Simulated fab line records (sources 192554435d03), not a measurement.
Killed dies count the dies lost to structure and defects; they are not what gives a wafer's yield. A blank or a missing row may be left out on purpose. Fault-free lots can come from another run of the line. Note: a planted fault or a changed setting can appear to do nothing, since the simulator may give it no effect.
Which tool is to blame? / flow n5 finfet / Sampling: 24 lots, 72 wafers, 5 of 1938 route steps

WHAT THE GAUGES SHOWED, per wafer
N5_BEOL_M15_OVL_MEAS_29.
lot=L074; measured=day 12 12:04; on=overlay-02; M15_OVL (nm)=0 -1 5
lot=L075; measured=day 12 14:52; on=overlay-02; M15_OVL (nm)=2 14 10
lot=L077; measured=day 12 22:40; on=overlay-01; M15_OVL (nm)=0 5 3
lot=L076; measured=day 13 00:46; on=overlay-01; M15_OVL (nm)=5 15 7
lot=L079; measured=day 13 12:30; on=overlay-02; M15_OVL (nm)=8 -3 2
lot=L078; measured=day 13 18:24; on=overlay-01; M15_OVL (nm)=3 2 -2
lot=L080; measured=day 13 19:22; on=overlay-02; M15_OVL (nm)=5 9 -1
lot=L081; measured=day 14 01:04; on=overlay-01; M15_OVL (nm)=11 11 3
lot=L082; measured=day 14 03:11; on=overlay-02; M15_OVL (nm)=14 3 8
lot=L083; measured=day 14 12:36; on=overlay-02; M15_OVL (nm)=2 0 8
lot=L084; measured=day 14 12:57; on=overlay-01; M15_OVL (nm)=-8 -8 6
lot=L085; measured=day 15 04:31; on=overlay-02; M15_OVL (nm)=-1 -3 -11
lot=L087; measured=day 15 08:02; on=overlay-01; M15_OVL (nm)=-5 4 3
lot=L088; measured=day 15 10:43; on=overlay-02; M15_OVL (nm)=8 -2 1
lot=L086; measured=day 15 11:32; on=overlay-01; M15_OVL (nm)=-9 -5 -13
lot=L089; measured=day 15 16:13; on=overlay-02; M15_OVL (nm)=-15 -11 -7
lot=L091; measured=day 15 23:11; on=overlay-02; M15_OVL (nm)=8 7 1
lot=L090; measured=day 16 03:23; on=overlay-01; M15_OVL (nm)=3 -3 -9
lot=L092; measured=day 16 16:11; on=overlay-02; M15_OVL (nm)=0 3 -4
lot=L093; measured=day 16 17:55; on=overlay-01; M15_OVL (nm)=-3 3 -7
lot=L094; measured=day 16 23:28; on=overlay-02; M15_OVL (nm)=4 -1 2
lot=L095; measured=day 17 05:14; on=overlay-02; M15_OVL (nm)=1 7 2
lot=L097; measured=day 18 03:28; on=overlay-01; M15_OVL (nm)=0 7 4
lot=L096; measured=day 18 12:01; on=overlay-01; M15_OVL (nm)=-8 -9 -9

N5_BEOL_M15_THK_MEAS_50: measures by xrf.
lot=L074; measured=day 12 16:29; on=film metro-02; M15_THK (nm)=841 844 857
lot=L075; measured=day 12 22:22; on=film metro-01; M15_THK (nm)=848 847 858
lot=L077; measured=day 13 03:13; on=film metro-02; M15_THK (nm)=861 874 862
lot=L076; measured=day 13 06:20; on=film metro-01; M15_THK (nm)=865 863 864
lot=L079; measured=day 13 16:22; on=film metro-02; M15_THK (nm)=834 818 855
lot=L078; measured=day 13 21:04; on=film metro-01; M15_THK (nm)=865 862 866
lot=L080; measured=day 13 21:52; on=film metro-02; M15_THK (nm)=840 856 845
lot=L081; measured=day 14 05:59; on=film metro-02; M15_THK (nm)=858 875 869
lot=L082; measured=day 14 06:15; on=film metro-01; M15_THK (nm)=863 871 863
lot=L083; measured=day 14 15:43; on=film metro-02; M15_THK (nm)=841 853 861
lot=L084; measured=day 14 16:38; on=film metro-01; M15_THK (nm)=872 861 856
lot=L085; measured=day 15 07:46; on=film metro-02; M15_THK (nm)=860 858 837
lot=L087; measured=day 15 10:55; on=film metro-01; M15_THK (nm)=822 813 826
lot=L088; measured=day 15 14:14; on=film metro-02; M15_THK (nm)=873 868 873
lot=L086; measured=day 15 20:03; on=film metro-01; M15_THK (nm)=863 868 870
lot=L089; measured=day 15 21:49; on=film metro-02; M15_THK (nm)=874 856 858
lot=L091; measured=day 16 03:37; on=film metro-01; M15_THK (nm)=888 868 885
lot=L090; measured=day 16 06:38; on=film metro-02; M15_THK (nm)=841 838 857
lot=L092; measured=day 16 18:36; on=film metro-02; M15_THK (nm)=839 855 878
lot=L093; measured=day 16 22:17; on=film metro-01; M15_THK (nm)=830 874 822
lot=L094; measured=day 17 02:17; on=film metro-02; M15_THK (nm)=839 836 833
lot=L095; measured=day 17 07:53; on=film metro-02; M15_THK (nm)=855 855 864
lot=L097; measured=day 18 08:40; on=film metro-01; M15_THK (nm)=819 821 817
lot=L096; measured=day 18 15:28; on=film metro-02; M15_THK (nm)=867 860 873

WHICH TOOL RAN EACH LOT (tool, then ch and the chambers of the sampled wafers, then the start)
lot=L074; N5_BEOL_M14_STRIP_37=rie diel-05 ch 1,2,3, day 12 07:58; N5_BEOL_M15_TRENCH_ETCH_34=rie diel-04 ch 1,3, day 12 12:16; N5_BEOL_M15_DEGAS_41=pvd sputter-02, day 12 15:17
lot=L075; N5_BEOL_M14_STRIP_37=rie diel-03 ch 0,2, day 12 10:17; N5_BEOL_M15_TRENCH_ETCH_34=rie diel-04 ch 0,1, day 12 15:00; N5_BEOL_M15_DEGAS_41=pvd sputter-01, day 12 21:10
lot=L077; N5_BEOL_M14_STRIP_37=rie diel-03 ch 0,2,3, day 12 18:14; N5_BEOL_M15_TRENCH_ETCH_34=rie diel-02 ch 0,3, day 12 23:11; N5_BEOL_M15_DEGAS_41=pvd sputter-03, day 13 02:01
lot=L076; N5_BEOL_M14_STRIP_37=rie diel-03 ch 0,2,3, day 12 19:30; N5_BEOL_M15_TRENCH_ETCH_34=rie diel-02 ch 1,2,3, day 13 01:06; N5_BEOL_M15_DEGAS_41=pvd sputter-01, day 13 05:09
lot=L079; N5_BEOL_M14_STRIP_37=rie diel-01 ch 0,1, day 13 08:24; N5_BEOL_M15_TRENCH_ETCH_34=rie diel-06 ch 0,1,2, day 13 12:39; N5_BEOL_M15_DEGAS_41=pvd sputter-02, day 13 14:50
lot=L078; N5_BEOL_M14_STRIP_37=rie diel-03 ch 1,3, day 13 14:21; N5_BEOL_M15_TRENCH_ETCH_34=rie diel-02 ch 1,2, day 13 18:32; N5_BEOL_M15_DEGAS_41=pvd sputter-01, day 13 19:38
lot=L080; N5_BEOL_M14_STRIP_37=rie diel-01 ch 0,2, day 13 14:23; N5_BEOL_M15_TRENCH_ETCH_34=rie diel-06 ch 0,1, day 13 19:59; N5_BEOL_M15_DEGAS_41=pvd sputter-01, day 13 20:38
lot=L081; N5_BEOL_M14_STRIP_37=rie diel-03 ch 0,1,3, day 13 20:43; N5_BEOL_M15_TRENCH_ETCH_34=rie diel-02 ch 0,2,3, day 14 01:13; N5_BEOL_M15_DEGAS_41=pvd sputter-01, day 14 04:31
lot=L082; N5_BEOL_M14_STRIP_37=rie diel-03 ch 1,2,3, day 13 23:02; N5_BEOL_M15_TRENCH_ETCH_34=rie diel-02 ch 1,2,3, day 14 03:20; N5_BEOL_M15_DEGAS_41=pvd sputter-03, day 14 04:38
lot=L083; N5_BEOL_M14_STRIP_37=rie diel-01 ch 1,2,3, day 14 08:38; N5_BEOL_M15_TRENCH_ETCH_34=rie diel-06 ch 0,1,3, day 14 13:10; N5_BEOL_M15_DEGAS_41=pvd sputter-01, day 14 14:09
lot=L084; N5_BEOL_M14_STRIP_37=rie diel-03 ch 0,1,3, day 14 08:40; N5_BEOL_M15_TRENCH_ETCH_34=rie diel-02 ch 1,2,3, day 14 13:17; N5_BEOL_M15_DEGAS_41=pvd sputter-03, day 14 14:53
lot=L085; N5_BEOL_M14_STRIP_37=rie diel-03 ch 1,3, day 15 00:19; N5_BEOL_M15_TRENCH_ETCH_34=rie diel-06 ch 1,2, day 15 04:40; N5_BEOL_M15_DEGAS_41=pvd sputter-02, day 15 06:34
lot=L087; N5_BEOL_M14_STRIP_37=rie diel-01 ch 0,1,3, day 15 03:51; N5_BEOL_M15_TRENCH_ETCH_34=rie diel-06 ch 0,2, day 15 08:11; N5_BEOL_M15_DEGAS_41=pvd sputter-03, day 15 09:38
lot=L088; N5_BEOL_M14_STRIP_37=rie diel-01 ch 1,2,3, day 15 06:26; N5_BEOL_M15_TRENCH_ETCH_34=rie diel-02 ch 1,3, day 15 10:52; N5_BEOL_M15_DEGAS_41=pvd sputter-01, day 15 12:52
lot=L086; N5_BEOL_M14_STRIP_37=rie diel-01 ch 0,1,2, day 15 07:26; N5_BEOL_M15_TRENCH_ETCH_34=rie diel-02 ch 1,2,3, day 15 11:47; N5_BEOL_M15_DEGAS_41=pvd sputter-03, day 15 18:27
lot=L089; N5_BEOL_M14_STRIP_37=rie diel-03 ch 1,2,3, day 15 12:05; N5_BEOL_M15_TRENCH_ETCH_34=rie diel-02 ch 0,1, day 15 16:21; N5_BEOL_M15_DEGAS_41=pvd sputter-03, day 15 20:02
lot=L091; N5_BEOL_M14_STRIP_37=rie diel-03 ch 1,2,3, day 15 18:46; N5_BEOL_M15_TRENCH_ETCH_34=rie diel-02 ch 0,1,3, day 15 23:20; N5_BEOL_M15_DEGAS_41=pvd sputter-02, day 16 02:23
lot=L090; N5_BEOL_M14_STRIP_37=rie diel-05 ch 0,1,3, day 15 22:38; N5_BEOL_M15_TRENCH_ETCH_34=rie diel-06 ch 1,2, day 16 03:35; N5_BEOL_M15_DEGAS_41=pvd sputter-01, day 16 05:26
lot=L092; N5_BEOL_M14_STRIP_37=rie diel-01 ch 2,3, day 16 11:31; N5_BEOL_M15_TRENCH_ETCH_34=rie diel-04 ch 0,2,3, day 16 16:20; N5_BEOL_M15_DEGAS_41=pvd sputter-03, day 16 17:16
lot=L093; N5_BEOL_M14_STRIP_37=rie diel-03 ch 0,1, day 16 13:36; N5_BEOL_M15_TRENCH_ETCH_34=rie diel-04 ch 0,2,3, day 16 18:14; N5_BEOL_M15_DEGAS_41=pvd sputter-03, day 16 20:50
lot=L094; N5_BEOL_M14_STRIP_37=rie diel-05 ch 1,2,3, day 16 17:41; N5_BEOL_M15_TRENCH_ETCH_34=rie diel-06 ch 0,2,3, day 16 23:41; N5_BEOL_M15_DEGAS_41=pvd sputter-02, day 17 01:01
lot=L095; N5_BEOL_M14_STRIP_37=rie diel-01 ch 0,1,2, day 17 01:28; N5_BEOL_M15_TRENCH_ETCH_34=rie diel-02 ch 2,3, day 17 05:23; N5_BEOL_M15_DEGAS_41=pvd sputter-01, day 17 06:41
lot=L097; N5_BEOL_M14_STRIP_37=rie diel-01 ch 2,3, day 17 22:37; N5_BEOL_M15_TRENCH_ETCH_34=rie diel-06 ch 0,2,3, day 18 03:55; N5_BEOL_M15_DEGAS_41=pvd sputter-03, day 18 07:29
lot=L096; N5_BEOL_M14_STRIP_37=rie diel-03 ch 0,1,3, day 18 08:02; N5_BEOL_M15_TRENCH_ETCH_34=rie diel-02 ch 0,1,2, day 18 12:15; N5_BEOL_M15_DEGAS_41=pvd sputter-03, day 18 14:16
- N5_BEOL_M14_STRIP_37: strips in O2.
- N5_BEOL_M15_TRENCH_ETCH_34: etches SiO2 in C4F8/O2/Ar, target depth 872.93 nm, time 199 s.
- N5_BEOL_M15_DEGAS_41: time 60 s.

AS READ BY THE TOOLS THEMSELVES (means over the sampled wafers that have a number; for cases with no such wafer, the mark the record gives instead)
N5_BEOL_M14_STRIP_37.
lot=L074; tool=rie diel-05; drypump motor current A (A)=5.6; o2 flow sccm (sccm)=224.5; oes product au (a.u.)=0.86; rf vpp V (V)=3.2; showerhead plenum p Torr (Torr)=2.07; throttle valve pct (%)=16.71
lot=L075; tool=rie diel-03; drypump motor current A (A)=5.6; o2 flow sccm (sccm)=224.9; oes product au (a.u.)=0.71; rf vpp V (V)=3.7; showerhead plenum p Torr (Torr)=2.04; throttle valve pct (%)=16.86
lot=L077; tool=rie diel-03; drypump motor current A (A)=5.6; o2 flow sccm (sccm)=224.6; oes product au (a.u.)=0.73; rf vpp V (V)=4.1; showerhead plenum p Torr (Torr)=2.08; throttle valve pct (%)=16.82
lot=L076; tool=rie diel-03; drypump motor current A (A)=5.6; o2 flow sccm (sccm)=224.9; oes product au (a.u.)=0.74; rf vpp V (V)=3.5; showerhead plenum p Torr (Torr)=2.08; throttle valve pct (%)=16.83
lot=L079; tool=rie diel-01; drypump motor current A (A)=6.1; o2 flow sccm (sccm)=224.8; oes product au (a.u.)=0.74; rf vpp V (V)=3.6; showerhead plenum p Torr (Torr)=2.12; throttle valve pct (%)=16.75
lot=L078; tool=rie diel-03; drypump motor current A (A)=5.5; o2 flow sccm (sccm)=225.4; oes product au (a.u.)=0.84; rf vpp V (V)=3.0; showerhead plenum p Torr (Torr)=2.15; throttle valve pct (%)=16.58
lot=L080; tool=rie diel-01; drypump motor current A (A)=6.2; o2 flow sccm (sccm)=225.3; oes product au (a.u.)=0.78; rf vpp V (V)=3.1; showerhead plenum p Torr (Torr)=2.08; throttle valve pct (%)=16.70
lot=L081; tool=rie diel-03; drypump motor current A (A)=5.5; o2 flow sccm (sccm)=225.7; oes product au (a.u.)=0.81; rf vpp V (V)=3.1; showerhead plenum p Torr (Torr)=2.16; throttle valve pct (%)=16.78
lot=L082; tool=rie diel-03; drypump motor current A (A)=5.5; o2 flow sccm (sccm)=224.9; oes product au (a.u.)=0.83; rf vpp V (V)=3.9; showerhead plenum p Torr (Torr)=2.11; throttle valve pct (%)=16.62
lot=L083; tool=rie diel-01; drypump motor current A (A)=5.7; o2 flow sccm (sccm)=224.5; oes product au (a.u.)=0.83; rf vpp V (V)=3.9; showerhead plenum p Torr (Torr)=2.18; throttle valve pct (%)=16.61
lot=L084; tool=rie diel-03; drypump motor current A (A)=5.5; o2 flow sccm (sccm)=225.0; oes product au (a.u.)=0.81; rf vpp V (V)=3.1; showerhead plenum p Torr (Torr)=2.16; throttle valve pct (%)=16.80
lot=L085; tool=rie diel-03; drypump motor current A (A)=5.5; o2 flow sccm (sccm)=224.8; oes product au (a.u.)=0.82; rf vpp V (V)=3.1; showerhead plenum p Torr (Torr)=2.14; throttle valve pct (%)=16.60
lot=L087; tool=rie diel-01; drypump motor current A (A)=5.8; o2 flow sccm (sccm)=224.6; oes product au (a.u.)=0.77; rf vpp V (V)=2.9; showerhead plenum p Torr (Torr)=2.16; throttle valve pct (%)=16.67
lot=L088; tool=rie diel-01; drypump motor current A (A)=5.7; o2 flow sccm (sccm)=225.0; oes product au (a.u.)=0.82; rf vpp V (V)=4.2; showerhead plenum p Torr (Torr)=2.17; throttle valve pct (%)=16.62
lot=L086; tool=rie diel-01; drypump motor current A (A)=6.1; o2 flow sccm (sccm)=224.7; oes product au (a.u.)=0.78; rf vpp V (V)=4.3; showerhead plenum p Torr (Torr)=2.12; throttle valve pct (%)=16.73
lot=L089; tool=rie diel-03; drypump motor current A (A)=5.6; o2 flow sccm (sccm)=224.0; oes product au (a.u.)=0.80; rf vpp V (V)=2.6; showerhead plenum p Torr (Torr)=2.10; throttle valve pct (%)=16.67
lot=L091; tool=rie diel-03; drypump motor current A (A)=5.6; o2 flow sccm (sccm)=225.5; oes product au (a.u.)=0.79; rf vpp V (V)=4.2; showerhead plenum p Torr (Torr)=2.10; throttle valve pct (%)=16.67
lot=L090; tool=rie diel-05; drypump motor current A (A)=5.6; o2 flow sccm (sccm)=225.0; oes product au (a.u.)=0.79; rf vpp V (V)=3.7; showerhead plenum p Torr (Torr)=2.06; throttle valve pct (%)=16.69
lot=L092; tool=rie diel-01; drypump motor current A (A)=5.8; o2 flow sccm (sccm)=224.1; oes product au (a.u.)=0.84; rf vpp V (V)=3.1; showerhead plenum p Torr (Torr)=2.14; throttle valve pct (%)=16.57
lot=L093; tool=rie diel-03; drypump motor current A (A)=5.5; o2 flow sccm (sccm)=224.9; oes product au (a.u.)=0.96; rf vpp V (V)=3.7; showerhead plenum p Torr (Torr)=2.17; throttle valve pct (%)=16.70
lot=L094; tool=rie diel-05; drypump motor current A (A)=5.7; o2 flow sccm (sccm)=225.7; oes product au (a.u.)=0.80; rf vpp V (V)=4.3; showerhead plenum p Torr (Torr)=2.05; throttle valve pct (%)=16.81
lot=L095; tool=rie diel-01; drypump motor current A (A)=6.1; o2 flow sccm (sccm)=225.2; oes product au (a.u.)=0.76; rf vpp V (V)=4.4; showerhead plenum p Torr (Torr)=2.12; throttle valve pct (%)=16.76
lot=L097; tool=rie diel-01; drypump motor current A (A)=5.8; o2 flow sccm (sccm)=224.8; oes product au (a.u.)=0.83; rf vpp V (V)=3.3; showerhead plenum p Torr (Torr)=2.14; throttle valve pct (%)=16.60
lot=L096; tool=rie diel-03; drypump motor current A (A)=5.5; o2 flow sccm (sccm)=224.7; oes product au (a.u.)=0.86; rf vpp V (V)=4.3; showerhead plenum p Torr (Torr)=2.15; throttle valve pct (%)=16.66

N5_BEOL_M15_TRENCH_ETCH_34.
lot=L074; tool=rie diel-04; drypump motor current A (A)=6.1; mfc ar sccm (sccm)=400.5; oes product au (a.u.)=0.73; rf vpp V (V)=2308; showerhead plenum p Torr (Torr)=3.45; throttle valve pct (%)=30.4
lot=L075; tool=rie diel-04; drypump motor current A (A)=6.2; mfc ar sccm (sccm)=400.5; oes product au (a.u.)=0.81; rf vpp V (V)=2285; showerhead plenum p Torr (Torr)=3.39; throttle valve pct (%)=30.5
lot=L077; tool=rie diel-02; drypump motor current A (A)=5.7; mfc ar sccm (sccm)=400.1; oes product au (a.u.)=0.73; rf vpp V (V)=2202; showerhead plenum p Torr (Torr)=3.38; throttle valve pct (%)=31.5
lot=L076; tool=rie diel-02; drypump motor current A (A)=5.6; mfc ar sccm (sccm)=401.2; oes product au (a.u.)=0.84; rf vpp V (V)=2219; showerhead plenum p Torr (Torr)=3.34; throttle valve pct (%)=31.0
lot=L079; tool=rie diel-06; drypump motor current A (A)=5.1; mfc ar sccm (sccm)=400.7; oes product au (a.u.)=0.85; rf vpp V (V)=2247; showerhead plenum p Torr (Torr)=3.50; throttle valve pct (%)=30.9
lot=L078; tool=rie diel-02; drypump motor current A (A)=5.9; mfc ar sccm (sccm)=401.1; oes product au (a.u.)=0.85; rf vpp V (V)=2180; showerhead plenum p Torr (Torr)=3.33; throttle valve pct (%)=30.6
lot=L080; tool=rie diel-06; drypump motor current A (A)=5.3; mfc ar sccm (sccm)=399.6; oes product au (a.u.)=0.82; rf vpp V (V)=2260; showerhead plenum p Torr (Torr)=3.43; throttle valve pct (%)=31.0
lot=L081; tool=rie diel-02; drypump motor current A (A)=5.6; mfc ar sccm (sccm)=399.9; oes product au (a.u.)=0.80; rf vpp V (V)=2228; showerhead plenum p Torr (Torr)=3.37; throttle valve pct (%)=31.2
lot=L082; tool=rie diel-02; drypump motor current A (A)=5.6; mfc ar sccm (sccm)=400.3; oes product au (a.u.)=0.82; rf vpp V (V)=2219; showerhead plenum p Torr (Torr)=3.34; throttle valve pct (%)=30.9
lot=L083; tool=rie diel-06; drypump motor current A (A)=5.2; mfc ar sccm (sccm)=400.0; oes product au (a.u.)=0.79; rf vpp V (V)=2240; showerhead plenum p Torr (Torr)=3.41; throttle valve pct (%)=31.1
lot=L084; tool=rie diel-02; drypump motor current A (A)=5.6; mfc ar sccm (sccm)=400.8; oes product au (a.u.)=0.82; rf vpp V (V)=2218; showerhead plenum p Torr (Torr)=3.33; throttle valve pct (%)=31.0
lot=L085; tool=rie diel-06; drypump motor current A (A)=5.0; mfc ar sccm (sccm)=400.0; oes product au (a.u.)=0.87; rf vpp V (V)=2267; showerhead plenum p Torr (Torr)=3.60; throttle valve pct (%)=30.8
lot=L087; tool=rie diel-06; drypump motor current A (A)=5.2; mfc ar sccm (sccm)=400.2; oes product au (a.u.)=0.80; rf vpp V (V)=2224; showerhead plenum p Torr (Torr)=3.39; throttle valve pct (%)=31.1
lot=L088; tool=rie diel-02; drypump motor current A (A)=5.6; mfc ar sccm (sccm)=400.8; oes product au (a.u.)=0.77; rf vpp V (V)=2181; showerhead plenum p Torr (Torr)=3.31; throttle valve pct (%)=31.0
lot=L086; tool=rie diel-02; drypump motor current A (A)=5.6; mfc ar sccm (sccm)=399.3; oes product au (a.u.)=0.81; rf vpp V (V)=2218; showerhead plenum p Torr (Torr)=3.33; throttle valve pct (%)=31.0
lot=L089; tool=rie diel-02; drypump motor current A (A)=6.0; mfc ar sccm (sccm)=398.8; oes product au (a.u.)=0.74; rf vpp V (V)=2163; showerhead plenum p Torr (Torr)=3.37; throttle valve pct (%)=31.2
lot=L091; tool=rie diel-02; drypump motor current A (A)=5.7; mfc ar sccm (sccm)=399.6; oes product au (a.u.)=0.75; rf vpp V (V)=2191; showerhead plenum p Torr (Torr)=3.34; throttle valve pct (%)=31.3
lot=L090; tool=rie diel-06; drypump motor current A (A)=4.9; mfc ar sccm (sccm)=400.2; oes product au (a.u.)=0.85; rf vpp V (V)=2232; showerhead plenum p Torr (Torr)=3.56; throttle valve pct (%)=30.8
lot=L092; tool=rie diel-04; drypump motor current A (A)=5.6; mfc ar sccm (sccm)=399.1; oes product au (a.u.)=0.89; rf vpp V (V)=2214; showerhead plenum p Torr (Torr)=3.47; throttle valve pct (%)=30.9
lot=L093; tool=rie diel-04; drypump motor current A (A)=5.7; mfc ar sccm (sccm)=400.0; oes product au (a.u.)=0.89; rf vpp V (V)=2214; showerhead plenum p Torr (Torr)=3.47; throttle valve pct (%)=31.0
lot=L094; tool=rie diel-06; drypump motor current A (A)=5.1; mfc ar sccm (sccm)=400.1; oes product au (a.u.)=0.76; rf vpp V (V)=2204; showerhead plenum p Torr (Torr)=3.37; throttle valve pct (%)=31.2
lot=L095; tool=rie diel-02; drypump motor current A (A)=5.3; mfc ar sccm (sccm)=399.3; oes product au (a.u.)=0.78; rf vpp V (V)=2256; showerhead plenum p Torr (Torr)=3.33; throttle valve pct (%)=31.3
lot=L097; tool=rie diel-06; drypump motor current A (A)=5.2; mfc ar sccm (sccm)=400.1; oes product au (a.u.)=0.74; rf vpp V (V)=2203; showerhead plenum p Torr (Torr)=3.36; throttle valve pct (%)=31.2
lot=L096; tool=rie diel-02; drypump motor current A (A)=5.9; mfc ar sccm (sccm)=399.9; oes product au (a.u.)=0.77; rf vpp V (V)=2187; showerhead plenum p Torr (Torr)=3.35; throttle valve pct (%)=30.9

N5_BEOL_M15_DEGAS_41.
lot=L074; tool=pvd sputter-02; heater power w (W)=470
lot=L075; tool=pvd sputter-01; heater power w (W)=513
lot=L077; tool=pvd sputter-03; heater power w (W)=479
lot=L076; tool=pvd sputter-01; heater power w (W)=464
lot=L079; tool=pvd sputter-02; heater power w (W)=466
lot=L078; tool=pvd sputter-01; heater power w (W)=446
lot=L080; tool=pvd sputter-01; heater power w (W)=449
lot=L081; tool=pvd sputter-01; heater power w (W)=448
lot=L082; tool=pvd sputter-03; heater power w (W)=469
lot=L083; tool=pvd sputter-01; heater power w (W)=446
lot=L084; tool=pvd sputter-03; heater power w (W)=476
lot=L085; tool=pvd sputter-02; heater power w (W)=458
lot=L087; tool=pvd sputter-03; heater power w (W)=460
lot=L088; tool=pvd sputter-01; heater power w (W)=469
lot=L086; tool=pvd sputter-03; heater power w (W)=463
lot=L089; tool=pvd sputter-03; heater power w (W)=471
lot=L091; tool=pvd sputter-02; heater power w (W)=476
lot=L090; tool=pvd sputter-01; heater power w (W)=484
lot=L092; tool=pvd sputter-03; heater power w (W)=460
lot=L093; tool=pvd sputter-03; heater power w (W)=478
lot=L094; tool=pvd sputter-02; heater power w (W)=464
lot=L095; tool=pvd sputter-01; heater power w (W)=460
lot=L097; tool=pvd sputter-03; heater power w (W)=476
lot=L096; tool=pvd sputter-03; heater power w (W)=485

THE ANSWER, worked out from the rows above alone
Rule: usual is defined by the lots themselves. The widest of any qualifying gaps counts: lots, ordered by their means at a reading, are off when they make up no more than a third of the lots, leave a main group of 4 or more, and stand apart from it by 3 or more times the standard deviation of that group's means. A main group is skipped when, at the precision printed for the reading in the tables above, its means are all equal. A lot without any number at a reading at which 4 lots or more have one is off too. Where the step has rows for the other lots, those lots are counted as sound. After the gauges, taken in route order, come the tools' own readings; for these a lot's mean is taken, as printed above. At the first step where some lot is off, the reading lying furthest off is the one used; lots without a number count as furthest.
Nothing can be told from this: no lot is off at any reading shown.

WHAT THE SIMULATOR HAD PUT IN
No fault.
